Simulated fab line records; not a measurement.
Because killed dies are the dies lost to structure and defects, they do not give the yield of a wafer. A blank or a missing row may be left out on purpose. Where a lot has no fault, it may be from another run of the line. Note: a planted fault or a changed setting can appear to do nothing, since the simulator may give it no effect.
The tool behind it: which one? ; flow n5-finfet ; 6 lots, 18 wafers sampled, at 4 steps of a route of 1938

## WHAT THE GAUGES READ, wafer by wafer
N5_PASSIVATION_CD_MEAS_30 targets a cd of 4000 nm.
lot;measured;on;cd-nm (nm)
L250;day 12 11:26;cd-sem-03;4001.4 4002.3 4001.3
L252;day 12 20:28;cd-sem-03;4001.5 4001.6 4000.7
L254;day 13 23:34;cd-sem-02;3998.8 3998.6 3999.0
L256;day 15 00:53;cd-sem-02;3997.0 3998.4 3997.7
L260;day 15 03:14;cd-sem-01;4004.1 4002.0 4001.2
L270;day 18 08:58;cd-sem-01;3996.6 3998.3 3999.7

## EACH LOT AND THE TOOL THAT RAN IT (in order: tool; ch and the chambers of the sampled wafers; start)
lot;N5_BEOL_M2_CVD_47;N5_PASSIVATION_DEGAS_18;N5_PASSIVATION_SPUTTER_20
L250;cvd-co-02 ch 0,1,2, day 7 02:48;pvd-sputter-02, day 12 10:39;pvd-sputter-02, day 12 10:44
L252;cvd-co-01 ch 0,2, day 7 09:02;pvd-sputter-01, day 12 19:41;pvd-sputter-01, day 12 19:46
L254;cvd-co-01 ch 0,1,2, day 8 22:08;pvd-sputter-02, day 13 22:47;pvd-sputter-02, day 13 22:52
L256;cvd-co-02 ch 0,2, day 9 08:14;pvd-sputter-02, day 15 00:06;pvd-sputter-02, day 15 00:11
L260;cvd-co-02 ch 0,1,2, day 9 14:30;pvd-sputter-02, day 15 02:35;pvd-sputter-02, day 15 02:40
L270;cvd-co-01 ch 0,1, day 12 11:07;pvd-sputter-03, day 18 08:11;pvd-sputter-03, day 18 08:16
- N5_BEOL_M2_CVD_47: deposits Co from CCTBA/H2, target thk 3 nm, time 223.8 s.
- N5_PASSIVATION_DEGAS_18: time 60 s.
- N5_PASSIVATION_SPUTTER_20: material TaN, target thk 50 nm.

## THE ANSWER, worked out from the rows above alone
Rule: what is usual is taken from the lots themselves. Put in order of their means at a reading, lots are off if they are a third of the lots or fewer, leave a main group of 4 or more, and stand apart from it by a gap of 3 or more times the standard deviation of the main group's means; of several such gaps the widest counts. A main group is skipped when, at the precision printed for the reading in the tables above, its means are all equal. Also off: a lot with no number at a reading for which 4 or more lots have one. All remaining lots with rows at the step are treated as sound.
Nothing can be told from this: no lot is off at any reading shown.

## WHAT THE SIMULATOR HAD INSERTED
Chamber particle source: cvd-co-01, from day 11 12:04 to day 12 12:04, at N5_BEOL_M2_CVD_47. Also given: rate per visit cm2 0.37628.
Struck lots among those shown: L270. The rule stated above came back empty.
